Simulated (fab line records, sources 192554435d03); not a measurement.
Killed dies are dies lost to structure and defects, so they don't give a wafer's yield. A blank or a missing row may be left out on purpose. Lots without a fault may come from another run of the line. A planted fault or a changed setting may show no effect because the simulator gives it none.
Chamber matching | flow n5_finfet | N5_BEOL_M4_DEP_57 on pecvd-04: 3 sister chambers
The step deposits SiCN from 3MS/NH3, target thk 8 nm, time 14 s. 16 wafers are shown with their chamber, then 8 later ones without.

WAFERS WITH THEIR CHAMBER
wafer  | chamber | showerhead_plenum_p_Torr (Torr) | throttle_valve_pct (%) | chamber_pressure_Torr (Torr)
L074.3 | 0       | 3.694                           | 9.5                    | 3.002
L074.4 | 1       | 3.645                           | 8.5                    | 2.996
L074.5 | 2       | 3.666                           | 8.4                    | 3.007
L079.1 | 2       | 3.676                           | 8.8                    | 2.998
L079.3 | 0       | 3.687                           | 9.1                    | 3.011
L079.5 | 0       | 3.683                           | 9.1                    | 3.005
L077.1 | 2       | 3.672                           | 8.6                    | 3.010
L077.3 | 0       | 3.688                           | 9.1                    | 2.994
L077.6 | 0       | 3.688                           | 9.0                    | 2.997
L082.1 | 1       | 3.645                           | 8.8                    | 2.991
L082.4 | 0       | 3.678                           | 9.1                    | 3.004
L082.5 | 1       | 3.642                           | 8.6                    | 3.009
L089.1 | 1       | 3.653                           | 8.5                    | 3.002
L089.3 | 2       | 3.660                           | 9.2                    | 2.992
L089.5 | 2       | 3.676                           | 9.0                    | 3.003
L092.2 | 0       | 3.683                           | 9.2                    | 3.001

SIGNATURES (means of the wafers above)
reading                  | chamber 0 | chamber 1 | chamber 2 | scatter within a chamber
showerhead_plenum_p_Torr | 3.68586   | 3.64625   | 3.67000   | 0.00564
throttle_valve_pct       | 9.157     | 8.600     | 8.800     | 0.218
chamber_pressure_Torr    | 3.00200   | 2.99950   | 3.00200   | 0.00663
Rule: a wafer's distance from a chamber is the root of the sum, over the readings, of the square of ((its reading less the chamber's mean) divided by the reading's scatter). The wafer belongs to the nearest chamber; if the next one is less than 2 further off, it can't be placed. The scatter: the root of (the sum of the squares of (reading less its chamber's mean) over the shown wafers, divided by (wafers less chambers)).

WAFERS WITHOUT THEIR CHAMBER
wafer  | showerhead_plenum_p_Torr (Torr) | throttle_valve_pct (%) | chamber_pressure_Torr (Torr)
L092.4 | 3.640                           | 8.7                    | 3.008
L092.6 | 3.683                           | 9.2                    | 3.003
L095.4 | 3.644                           | 8.6                    | 3.000
L095.5 | 3.668                           | 8.8                    | 3.008
L095.6 | 3.684                           | 9.3                    | 3.013
L097.2 | 3.674                           | 8.6                    | 2.996
L097.3 | 3.687                           | 9.3                    | 2.993
L097.6 | 3.677                           | 9.0                    | 3.000

WHICH CHAMBER EACH WENT THROUGH
wafer  | from the rows above     | in truth
L092.4 | 1                       | 1
L092.6 | 0                       | 0
L095.4 | 1                       | 1
L095.5 | 2                       | 2
L095.6 | can't be placed: 0 or 2 | 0
L097.2 | can't be placed: 2 or 0 | 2
L097.3 | 0                       | 0
L097.6 | can't be placed: 2 or 0 | 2
Placed correctly: 5 of 8. Can't be placed from these rows: 3 (the true chamber is among the candidates in 3). Placed wrongly: 0.
